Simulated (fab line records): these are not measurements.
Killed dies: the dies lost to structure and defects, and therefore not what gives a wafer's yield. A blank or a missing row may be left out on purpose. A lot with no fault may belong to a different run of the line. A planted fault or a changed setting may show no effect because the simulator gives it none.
A lot that was struck, set against a sound lot || flow nand_harc || 19 out of 1159 route steps
Sound: the wafers L863.2, L863.3, L863.5. Wafers L868.1, L868.2, L868.3 were the ones struck. The cause is given at the end.
Per side, at each step with rows, come the tool, then ch with its chambers, and then its first start. Under that, the readings that differ: sound wafers || struck wafers || difference of the means || sigmas: that difference in standard deviations of wafers without a fault.
alike: a reading whose means differ by less than 2 such deviations, as well as words and numbers matching on both sides. not compared: withheld readings; readings where some wafer has no value; bounds like >300 that might hide an equal value; numbers whose values overlap and for which the record gives no deviation.
The two part at a step that has a row with sigmas, a row that says differs or no value, or rows on one side only. Non-overlapping numbers with no deviation appear without sigmas and do not part them. A reading that every wafer of one side lacks parts them only if that side has two wafers or more.

NHARC_P_GATE_ALD_36: deposits SiNx, target thk 20 nm, pulse time 60 s, ald cycles 223.
  sound on ald_sin-02 ch 0,1,3, day 6 04:56; struck on ald_sin-02 ch 0,1,2, day 7 06:17
  alike: heater_power_w, precursor_pulse_height_rel
NHARC_P_GATE_ETCHBACK_37: etches the open film in CHF3/O2, target depth 34.5 nm, time 17.2 s.
  sound on rie_diel-05 ch 0,2,3; struck on rie_diel-05 ch 0,1,2
  alike: drypump_motor_current_A, oes_product_au, rf_fwd_power_W, rf_vpp_V, showerhead_plenum_p_Torr, throttle_valve_pct
  not compared: rf_hours_counter_h
NHARC_P_GATE_STRIP_101: strips in O2, time 20 s.
  sound on rie_diel-05 ch 1,3, day 6 12:32; struck on rie_diel-05 ch 0,1,3, day 7 15:49
  alike: drypump_motor_current_A, oes_product_au, rf_vpp_V, showerhead_plenum_p_Torr, throttle_valve_pct
  not compared: rf_hours_counter_h
then, 9 steps without rows for these wafers: NHARC_P_GATE_PRECLEAN_97 (cleans in SPM, time 600 s); NHARC_P_GATE_SRD_98; NHARC_P_GATE_PRECLEAN_99 (cleans in SC1); NHARC_P_GATE_SRD_100; NHARC_P_GATE_DEHYDRATE_38 (time 120 s); NHARC_P_GATE_HMDS_39 (time 30 s); NHARC_P_GATE_COAT_40; NHARC_P_GATE_SOFTBAKE_41 (time 95 s); NHARC_P_GATE_EBR_42.
NHARC_P_GATE_EXPOSE_43: exposes mask P NSD, target cd 720 nm.
  sound on krf_scanner-01 ch 0, day 6 13:11; struck on krf_scanner-01 ch 0, day 7 16:35
  alike: mask, exposure_dose_mJ_cm2, reticle_temp_C
then, 2 steps without rows for these wafers: NHARC_P_GATE_PEB_44 (peb time 85 s); NHARC_P_GATE_DEVELOP_45 (time 70 s).
NHARC_P_GATE_CD_MEAS_46: target cd 720 nm.
  sound on cd_sem-02 ch 0, day 6 13:20; struck on cd_sem-02 ch 0
{"reading": "cd_nm (nm)", "sound": "720.4 719.6 721.1", "struck": "731.4 730.4 728.8", "difference": "+9.8", "sigmas": "+5"}
  not compared: hold
NHARC_P_GATE_DESCUM_48: chemistry O2, time 3 s.
  sound on rie_diel-05 ch 0,1,2, day 6 13:31; struck on rie_diel-02 ch 1,2,3, day 8 03:07
{"reading": "model.P_GATE.cd_nm (nm)", "sound": "721.1 720.8 721.9", "struck": "730.8 730.9 729", "difference": "+9.0", "sigmas": ""}
  alike: drypump_motor_current_A, oes_product_au, rf_vpp_V, showerhead_plenum_p_Torr, throttle_valve_pct
  not compared: rf_hours_counter_h
following that, these wafers have no rows for 1 step: NHARC_P_GATE_IMPLANT_49.
-- jump in the record: it breaks off in module P_GATE and resumes in module END (first step shown: number 1159 of the route), and 15 days separate the struck wafers' starts before and after --
NHARC_END_SORT_01:
  the record has rows for the struck wafers here (prober-01 ch 0, day 22 19:20) and none for the sound ones

== WHERE THEY PART ==
Last at NHARC_END_SORT_01 as far as this record goes, first at NHARC_P_GATE_CD_MEAS_46.

WHY: what the simulator had put in
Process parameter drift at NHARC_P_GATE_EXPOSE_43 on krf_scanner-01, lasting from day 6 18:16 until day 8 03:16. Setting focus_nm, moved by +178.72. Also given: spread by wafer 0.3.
